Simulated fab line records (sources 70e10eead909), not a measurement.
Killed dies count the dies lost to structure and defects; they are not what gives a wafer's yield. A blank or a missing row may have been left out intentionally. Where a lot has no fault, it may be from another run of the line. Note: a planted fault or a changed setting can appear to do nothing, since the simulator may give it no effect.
What tool caused it? + flow nand harc + 7 lots with 21 wafers sampled at 2 steps, on a route of 1302 steps

== WHAT THE GAUGES SHOWED, per wafer ==
NHARC_P_ZERO_WELL_CD_MEAS_11 targets a cd of 500 nm.
| lot  | measured     | on        | cd nm (nm)        |
|------|--------------|-----------|-------------------|
| L934 | day 2 07:15  | cd sem-02 | 502.9 502.7 498.4 |
| L938 | day 3 23:14  | cd sem-02 | 560.1 557.8 558.8 |
| L945 | day 6 21:07  | cd sem-03 | 504.9 505.2 503.2 |
| L947 | day 7 17:08  | cd sem-02 | 500.2 496.7 500.6 |
| L949 | day 8 13:14  | cd sem-01 | 500.4 496.6 498.8 |
| L951 | day 9 09:15  | cd sem-02 | 500.5 500.1 502.2 |
| L954 | day 10 15:14 | cd sem-01 | 503.2 499.5 501.1 |

== EACH LOT AND THE TOOL THAT RAN IT (in order: tool; ch and the chambers of the sampled wafers; start) ==
| lot  | NHARC_P_ZERO_WELL_EXPOSE_08       |
|------|-----------------------------------|
| L934 | krf scanner-01 ch 0, day 2 07:06  |
| L938 | krf scanner-01 ch 0, day 3 23:05  |
| L945 | krf scanner-02 ch 0, day 6 20:58  |
| L947 | krf scanner-02 ch 0, day 7 16:59  |
| L949 | krf scanner-04 ch 0, day 8 13:05  |
| L951 | krf scanner-04 ch 0, day 9 09:06  |
| L954 | krf scanner-04 ch 0, day 10 15:05 |
- NHARC_P_ZERO_WELL_EXPOSE_08: exposes mask P ZERO, target cd 500 nm.

== THE ANSWER, worked out from the rows above alone ==
Rule: the usual values come from the lots themselves. The widest of any qualifying gaps counts: lots, ordered by their means at a reading, are off when they make up no more than a third of the lots, leave a main group of 4 or more, and stand apart from it by 3 or more times the standard deviation of that group's means. The tables above print the reading to a certain number of digits; a main group whose means all agree to those digits is not used. A lot without any number at a reading at which 4 lots or more have one is off too. All remaining lots with rows at the step are treated as sound.
Off: L938 (NHARC_P_ZERO_WELL_CD_MEAS_11, cd nm). Mean 501.0 nm and standard deviation 1.9 in the main group.
If a tool, at a process step before that reading, ran all the lots that are off and no sound lot after the first of them, it fits. The gauges at NHARC_P_ZERO_WELL_CD_MEAS_11 are tried like those tools. One candidate fits, namely krf scanner-01 at NHARC_P_ZERO_WELL_EXPOSE_08. Its last sound lot is L934 (day 2 07:06), its first lot that is off L938 (day 3 23:05): a fault that began between those two fits.

== WHAT THE SIMULATOR HAD INSERTED ==
Process parameters drifting: krf scanner-01 at NHARC_P_ZERO_WELL_EXPOSE_08, beginning at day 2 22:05. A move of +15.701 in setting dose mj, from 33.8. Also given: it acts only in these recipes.
Shown lots that were struck: L938. The rule given above showed the same thing.
